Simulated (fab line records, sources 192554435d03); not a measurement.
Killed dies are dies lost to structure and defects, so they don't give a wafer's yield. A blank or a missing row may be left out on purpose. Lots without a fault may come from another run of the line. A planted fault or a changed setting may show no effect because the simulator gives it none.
A struck lot beside a sound one | flow n5_finfet | 18 steps out of a route of 1938
Sound: wafers L892.1, L892.3, L892.5. Struck: wafers L894.3, L894.4, L894.6. The cause comes at the end.
At each step with rows: each side's tool, then ch and its chambers, then its first start. Under that, the readings that differ: sound wafers | struck wafers | difference of the means | sigmas: that difference in standard deviations of wafers without a fault.
alike: readings whose means differ by less than 2 such deviations, and words and numbers that are the same on both sides. not compared: withheld readings, readings that some wafer has no value for, bounds like >300 that may hide the same value, and numbers for which the record gives no deviation and whose values overlap.
The two part at a step that has a row with sigmas, a row that says differs or no value, or rows on one side only. Numbers that don't overlap but have no deviation are shown without sigmas and don't part them. A reading that every wafer of one side lacks parts them only if that side has two wafers or more.

N5_PMOS_HMC_CHANNEL_EPI_ETCH_32: etches BARC in N2/H2, stops on SiO2, target depth 85.8 nm, time 50.3 s.
  sound on rie_diel-03 ch 0,1, day 3 02:44; struck on rie_diel-03 ch 1,3, day 3 12:51
  alike: bias_w, drypump_motor_current_A, oes_product_au, rf_vpp_V, showerhead_plenum_p_Torr, throttle_valve_pct
  not compared: rf_hours_counter_h
N5_PMOS_HMC_CHANNEL_EPI_HM_OPEN_15: chemistry CHF3/O2, target SiO2, target depth 40.6 nm, time 20.3 s.
  sound on rie_diel-03 ch 0,1, day 3 02:46; struck on rie_diel-03 ch 1,3, day 3 12:53
  alike: O2_flow_sccm, bias_w, drypump_motor_current_A, oes_ar_750_au, oes_product_au, rf_vpp_V, showerhead_plenum_p_Torr, throttle_valve_pct
  not compared: rf_hours_counter_h
N5_PMOS_HMC_CHANNEL_EPI_STRIP_33: strips in N2/H2.
  sound on rie_diel-03 ch 0,1, day 3 02:50; struck on rie_diel-03 ch 1,3, day 3 12:57
  alike: drypump_motor_current_A, oes_product_au, rf_vpp_V, showerhead_plenum_p_Torr, throttle_valve_pct
  not compared: rf_hours_counter_h
then, 1 step without rows for these wafers: N5_PMOS_HMC_CHANNEL_EPI_STRIP_17 (strips in SPM, time 750 s).
N5_PMOS_HMC_CHANNEL_EPI_ETCH_38: etches SiO2 in CF4, target depth 1.5 nm.
  sound on rie_si-05 ch 0,3, day 3 03:08; struck on rie_si-05 ch 0,1,2, day 3 13:15
  alike: bias_w, drypump_motor_current_A, oes_product_au, throttle_valve_pct
  not compared: rf_hours_counter_h
N5_PMOS_HMC_CHANNEL_EPI_FIN_RECESS_16: chemistry HBr/Cl2, target Si, target depth 54 nm, time 18 s.
  sound on rie_si-05 ch 0,3, day 3 03:10; struck on rie_si-05 ch 0,1,2, day 3 13:16
  alike: bias_w, drypump_motor_current_A, oes_product_au, throttle_valve_pct
  not compared: rf_hours_counter_h
then, 6 steps without rows for these wafers: N5_PMOS_HMC_CHANNEL_EPI_PRECLEAN_36 (cleans in O3/DIW, time 45 s); N5_PMOS_HMC_CHANNEL_EPI_PRECLEAN_18 (cleans in DHF, time 30 s); N5_PMOS_HMC_CHANNEL_EPI_SRD_19 (time 30 s); N5_PMOS_HMC_CHANNEL_EPI_EPI_20 (deposits SiGe30, target thk 59 nm); N5_PMOS_HMC_CHANNEL_EPI_HM_STRIP_35 (strips SiO2 in dHF, material SiO2, target depth 39.6 nm, time 216 s); N5_PMOS_HMC_CHANNEL_EPI_SRD_39 (time 30 s).
N5_PMOS_HMC_CHANNEL_EPI_CMP_21: polishes SiGe30, target thk 54 nm.
  sound on cmp-02 ch 0,2, day 3 04:43; struck on cmp-02 ch 0,1,2, day 3 14:47
  no value came back on the struck wafers for edge_zone_pressure_frac, motor_current_A (A); on the sound wafers edge_zone_pressure_frac reads 1.000 1.001 1.001
  reading                                                 | sound             | struck         | difference | sigmas
  model.SiGe30_of_PMOS_HMC_CHANNEL_EPI_EPI_20.thk_nm (nm) | 54.14 54.01 53.95 | 60.14 59.86 60 | +5.97      |
N5_PMOS_HMC_CHANNEL_EPI_THK_MEAS_22:
  sound on film_metro-01, day 3 04:58; struck on film_metro-02, day 3 15:05
  reading          | sound          | struck         | difference | sigmas
  HMC_CMP_THK (nm) | 53.2 54.4 54.5 | 60.1 59.9 60.0 | +6.0       | +5
then, 1 step without rows for these wafers: N5_PMOS_HMC_CHANNEL_EPI_PRECLEAN_40 (cleans in DHF, time 30 s).
N5_PMOS_HMC_CHANNEL_EPI_PRECLEAN_37: cleans in O3/DIW, time 45 s.
  sound on wet_bench-01 ch 1,2,6, day 3 05:01; struck on wet_bench-05 ch 0,2,6, day 3 15:07
  reading                                                 | sound             | struck           | difference | sigmas
  model.SiGe30_of_PMOS_HMC_CHANNEL_EPI_EPI_20.thk_nm (nm) | 53.43 53.31 53.25 | 59.44 59.16 59.3 | +5.97      |
then, 1 step without rows for these wafers: N5_PMOS_HMC_CHANNEL_EPI_PRECLEAN_24 (cleans in DHF, time 30 s).
N5_BEOL_M4_RC_MEAS_101:
  the record has rows for the sound wafers here (prober-01 ch 0, day 9 03:13) and none for the struck ones

WHERE THEY PART
First at N5_PMOS_HMC_CHANNEL_EPI_CMP_21; last, within this record, at N5_BEOL_M4_RC_MEAS_101.

WHY: what the simulator had put in
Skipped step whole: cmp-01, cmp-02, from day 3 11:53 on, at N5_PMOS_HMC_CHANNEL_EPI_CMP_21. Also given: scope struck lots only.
